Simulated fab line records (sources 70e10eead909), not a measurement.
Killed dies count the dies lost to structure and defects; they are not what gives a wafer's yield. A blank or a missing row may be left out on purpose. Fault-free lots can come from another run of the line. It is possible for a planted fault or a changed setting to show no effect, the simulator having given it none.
One fault through the eyes of 2 desks	flow nand harc	each desk has only its own numbers; what lay behind them comes last

== AT THE METROLOGY DESK ==
What the gauges read for every lot (on any tool): the sampled wafers with a number, averaged. If a lot's mean is further than 4 standard deviations from the usual mean, the lot is out of limits and carries the mark OUT (the distance appears in the brackets).
Columns: A = thk nm at NHARC_A_M0_THK_MEAS_24, usual 113.9 nm
lot	first seen here	A
L302	day 18 11:49	112.7
L303	day 18 17:51	112.6
L306	day 19 17:50	112.0
L307	day 20 00:44	114.1
L310	day 20 16:59	114.2
L316	day 22 21:14	115.0
L320	day 23 14:08	114.4
L323	day 23 19:53	114.2
L322	day 23 20:31	115.7
L321	day 24 02:11	114.8
L314	day 24 09:33	114.6
L324	day 24 11:55	113.5
Result from this desk: across the 12 lots, nothing is out of limits.

== DESK OF THE TOOL OWNER: rie diel-07 ==
The tool's own readings at NHARC_A_M1_ETCH_35 (etches the open film in N2/H2, target depth 40 nm, overetch 12 nm, time 43.94 s): means of the sampled wafers that have a number, for each lot that ran on this tool. If a lot's mean is further than 4 standard deviations from the usual mean, the lot is out of limits and carries the mark OUT (the distance appears in the brackets).
Columns: A = drypump motor current A at NHARC_A_M1_ETCH_35, usual 5.8 A; B = oes product au at NHARC_A_M1_ETCH_35, usual 0.999 a.u.; C = rf vpp V at NHARC_A_M1_ETCH_35, usual 429.7 V; D = run length s at NHARC_A_M1_ETCH_35, usual 65.4 s; E = showerhead plenum p Torr at NHARC_A_M1_ETCH_35, usual 2.01 Torr; F = throttle valve pct at NHARC_A_M1_ETCH_35, usual 14.171 %
lot	first seen here	A	B	C	D	E	F
L302	day 18 13:52	6.2	0.994	429.5	66.0	2.02	14.168
L303	day 18 21:09	5.8	1.000	429.8	65.5	2.01	14.171
L306	day 19 19:39	6.1	1.004	431.0	65.8	2.03	14.172
L307	day 20 02:50	6.2	1.000	430.5	65.7	2.04	14.169
L310	day 20 18:47	6.1	1.005	430.6	65.7	2.03	14.170
L316	day 22 23:28	5.9	0.993	430.0	59.7 (-12) OUT	2.01	14.170
Finding of this desk: L316 out of limits; the first was L316 at day 22 23:28, on run length s at NHARC_A_M1_ETCH_35. L302, L303, L306, L307, L310: within limits.

== BROUGHT TOGETHER ==
An alarm could have come from the tool owner's desk at day 22 23:28, on L316.
At the metrology desk, nothing out of limits was observed.
The metrology desk has L316 on record, within its limits.
The lots listed all ran NHARC_A_M1_ETCH_35 on rie diel-07.

== WHAT THE SIMULATOR HAD INSERTED ==
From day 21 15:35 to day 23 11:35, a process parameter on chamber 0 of rie diel-07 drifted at NHARC_A_M1_ETCH_35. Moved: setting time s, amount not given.
Struck lots among those shown: L316.
Each desk's first reading out of limits, in hours after the fault started: the tool owner's desk, 32.
